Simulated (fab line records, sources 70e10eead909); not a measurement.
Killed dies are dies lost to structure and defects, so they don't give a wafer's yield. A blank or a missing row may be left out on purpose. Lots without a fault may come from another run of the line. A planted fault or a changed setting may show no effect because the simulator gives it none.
A struck lot beside a sound one | flow nand_harc | 42 steps out of a route of 1159
Sound: wafers L781.2, L781.3, L781.6. Struck: wafers L773.2, L773.3. (L773.4 of the same lot was not struck and is left out.) The cause comes at the end.
At each step with rows: each side's tool, then ch and its chambers, then its first start. Under that, the readings that differ: sound wafers | struck wafers | difference of the means | sigmas: that difference in standard deviations of wafers without a fault.
alike: readings whose means differ by less than 2 such deviations, and words and numbers that are the same on both sides. not compared: withheld readings, readings that some wafer has no value for, bounds like >300 that may hide the same value, and numbers for which the record gives no deviation and whose values overlap.
The two part at a step that has a row with sigmas, a row that says differs or no value, or rows on one side only. Numbers that don't overlap but have no deviation are shown without sigmas and don't part them. A reading that every wafer of one side lacks parts them only if that side has two wafers or more.

first, 2 steps without rows for these wafers: NHARC_A_CONTACT_DESCUM_74 (chemistry O2, time 3 s); NHARC_A_CONTACT_ETCH_75 (etches the open film in CF4, target depth 39 nm, time 65 s).
NHARC_A_CONTACT_ETCH_76: etches the open film in N2/H2, target depth 260 nm, time 475.3 s.
  sound on rie_diel-07 ch 1,3; struck on rie_diel-07 ch 0,3
  alike: drypump_motor_current_A, oes_product_au, rf_vpp_V, showerhead_plenum_p_Torr, throttle_valve_pct
  not compared: rf_hours_counter_h
then, 1 step without rows for these wafers: NHARC_A_CONTACT_ETCH_77 (etches the open film in CF4/CHF3, target depth 72.6 nm, time 36.3 s).
NHARC_A_CONTACT_ETCH_78: etches the open film in O2/COS, target depth 2800 nm, time 728 s.
  sound on rie_diel-07 ch 0,1,3; struck on rie_diel-07 ch 0,3
  alike: cos_flow_sccm, drypump_motor_current_A, o2_flow_sccm, oes_product_au, rf_vpp_V, showerhead_plenum_p_Torr, throttle_valve_pct
  not compared: rf_hours_counter_h
then, 2 steps without rows for these wafers: NHARC_A_CONTACT_ETCH_124 (etches the open film in C4F8/O2/Ar, time 140 s, target depth 700 nm); NHARC_A_CONTACT_ETCH_125 (etches the open film in C4F8/O2/Ar, time 155 s, target depth 956 nm).
NHARC_A_CONTACT_ETCH_126: etches the open film in C4F8/O2/Ar, time 155 s, target depth 956 nm.
  sound on har_cap_etch-02 ch 0,1, day 21 03:30; struck on har_cap_etch-03 ch 1, day 19 08:32
  not compared: rf_hours_counter_h
NHARC_A_CONTACT_ETCH_127: etches the open film in C4F8/O2/Ar, time 155 s, target depth 956 nm.
  sound on har_cap_etch-02 ch 0,1, day 21 03:38; struck on har_cap_etch-03 ch 1, day 19 08:40
  not compared: rf_hours_counter_h
then, 3 steps without rows for these wafers: NHARC_A_CONTACT_ETCH_128 (etches the open film in C4F8/O2/Ar, time 155 s, target depth 956 nm); NHARC_A_CONTACT_ETCH_129 (etches the open film in C4F8/O2/Ar, time 155 s, target depth 956 nm); NHARC_A_CONTACT_ETCH_130 (etches the open film in C4F8/O2/Ar, time 155 s, target depth 956 nm).
NHARC_A_CONTACT_ETCH_131: etches the open film in C4F8/O2/Ar, time 155 s, target depth 956 nm.
  sound on har_cap_etch-02 ch 0,1, day 21 04:13; struck on har_cap_etch-03 ch 1, day 19 09:14
  not compared: rf_hours_counter_h
then, 4 steps without rows for these wafers: NHARC_A_CONTACT_ETCH_132 (etches the open film in C4F8/O2/Ar, time 156 s, target depth 958 nm); NHARC_A_CONTACT_ETCH_133 (etches the open film in C4F8/O2/Ar, time 195 s, target depth 840 nm); NHARC_A_CONTACT_ETCH_91 (etches the open film in CH3F/O2, target depth 40 nm, time 85.7 s); NHARC_A_CONTACT_ETCH_97 (etches the open film in C4F6/O2, target depth 20 nm, time 10 s).
NHARC_A_CONTACT_CD_MEAS_80:
  sound on cd_sem-03, day 21 05:17; struck on cd_sem-02, day 19 10:19
  alike: cd_nm
then, 4 steps without rows for these wafers: NHARC_A_CONTACT_STRIP_103 (strips in N2/H2); NHARC_A_CONTACT_STRIP_104 (strips in CF4/CHF3); NHARC_A_CONTACT_STRIP_105 (strips in O2/COS); NHARC_A_CONTACT_ETCH_106 (etches the open film in CF4/O2, target depth 60 nm, overetch 6 nm, time 33 s).
NHARC_A_CONTACT_STRIP_82: strips in O2.
  sound on rie_diel-05 ch 1,2,3; struck on rie_diel-07 ch 1,2
  alike: drypump_motor_current_A, o2_flow_sccm, oes_product_au, rf_vpp_V, showerhead_plenum_p_Torr, throttle_valve_pct
  not compared: rf_hours_counter_h
then, 13 steps without rows for these wafers: NHARC_A_CONTACT_STRIP_83 (strips in post etch residue remover, time 600 s); NHARC_A_CONTACT_DEP_84 (deposits aC, target thk 2000 nm); NHARC_A_CONTACT_DEP_85 (deposits SiON, target thk 50 nm); NHARC_A_CONTACT_DEHYDRATE_00 (time 120 s); NHARC_A_CONTACT_HMDS_01 (time 30 s); NHARC_A_CONTACT_COAT_86 (time 75 s); NHARC_A_CONTACT_COAT_87 (time 65 s); NHARC_A_CONTACT_COAT_02 (resist thk 90 nm); NHARC_A_CONTACT_SOFTBAKE_03 (time 55 s); NHARC_A_CONTACT_EBR_04; NHARC_A_CONTACT_EXPOSE_05 (exposes mask A CC); NHARC_A_CONTACT_PEB_06 (peb time 65 s); NHARC_A_CONTACT_DEVELOP_07 (develop time 35 s).
NHARC_A_CONTACT_CD_MEAS_08: target cd 100 nm.
  sound on cd_sem-01 ch 0, day 21 13:04; struck on cd_sem-01 ch 0, day 19 13:33
  alike: cd_nm
NHARC_A_CONTACT_OVL_MEAS_09:
  sound on overlay-01, day 21 13:08; struck on overlay-01, day 19 13:38
  alike: overlay_x_nm, overlay_y_nm
then, 3 steps without rows for these wafers: NHARC_A_CONTACT_DESCUM_13 (chemistry O2, time 3 s); NHARC_A_CONTACT_ETCH_88 (etches the open film in CF4, target depth 39 nm, time 65 s); NHARC_A_CONTACT_ETCH_89 (etches the open film in N2/H2, target depth 260 nm, time 475.3 s).
-- the record jumps here: 3 days lie between the struck wafers' starts before and after (it left off in module A_CONTACT and takes up again in module END, whose first step shown is number 1159 of the route) --
NHARC_END_SORT_01:
  the record has rows for the struck wafers here (prober-01 ch 0, day 22 14:58) and none for the sound ones

WHERE THEY PART
Only at NHARC_END_SORT_01, within this record.

WHY: what the simulator had put in
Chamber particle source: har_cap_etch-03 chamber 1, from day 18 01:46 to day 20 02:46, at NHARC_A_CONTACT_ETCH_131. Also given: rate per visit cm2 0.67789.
